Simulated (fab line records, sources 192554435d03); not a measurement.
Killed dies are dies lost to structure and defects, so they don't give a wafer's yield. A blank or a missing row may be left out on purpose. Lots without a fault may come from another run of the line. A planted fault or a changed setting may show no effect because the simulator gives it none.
Chamber matching | flow n5_finfet | N5_BEOL_M10_CMP_52 on cmp-02: 4 sister chambers
The step polishes, stops on SiCOH lowk, t overpolish 7 s, target thk 140 nm. 4 wafers are shown with their chamber, then 10 later ones without.

WAFERS WITH THEIR CHAMBER
wafer  | chamber | motor_current_A (A)
L079.1 | 0       | 5.9
L084.6 | 3       | 6.1
L085.1 | 1       | 7.4
L085.3 | 2       | 5.8

WAFERS WITHOUT THEIR CHAMBER
wafer  | motor_current_A (A)
L085.5 | 7.6
L091.2 | 7.3
L091.3 | 6.6
L091.5 | 6.0
L093.3 | 6.4
L093.5 | 6.4
L093.6 | 5.7
L095.2 | 7.2
L095.5 | 6.7
L095.6 | 7.3

WHICH CHAMBER EACH WENT THROUGH
wafer  | from the rows above               | in truth
L085.5 | 1                                 | 1
L091.2 | 1                                 | 1
L091.3 | can't be placed: 3 or 0 or 2 or 1 | 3
L091.5 | can't be placed: 0 or 3 or 2      | 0
L093.3 | can't be placed: 3 or 0 or 2      | 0
L093.5 | can't be placed: 3 or 0 or 2      | 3
L093.6 | can't be placed: 2 or 0 or 3      | 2
L095.2 | 1                                 | 1
L095.5 | can't be placed: 3 or 1 or 0 or 2 | 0
L095.6 | 1                                 | 1
Placed correctly: 4 of 10. Can't be placed from these rows: 6 (the true chamber is among the candidates in 6). Placed wrongly: 0.
How it was worked out, from the rows above alone: a wafer's distance from a chamber is the root of the sum, over the readings, of the square of ((its reading less the chamber's mean) divided by the reading's scatter). The wafer belongs to the nearest chamber; if the next one is less than 2 further off, it can't be placed. A chamber's mean is the mean of its shown wafers. The scatter: with one shown wafer a chamber, the root of the mean of the squares of how far each hidden wafer lies from its nearest shown one.
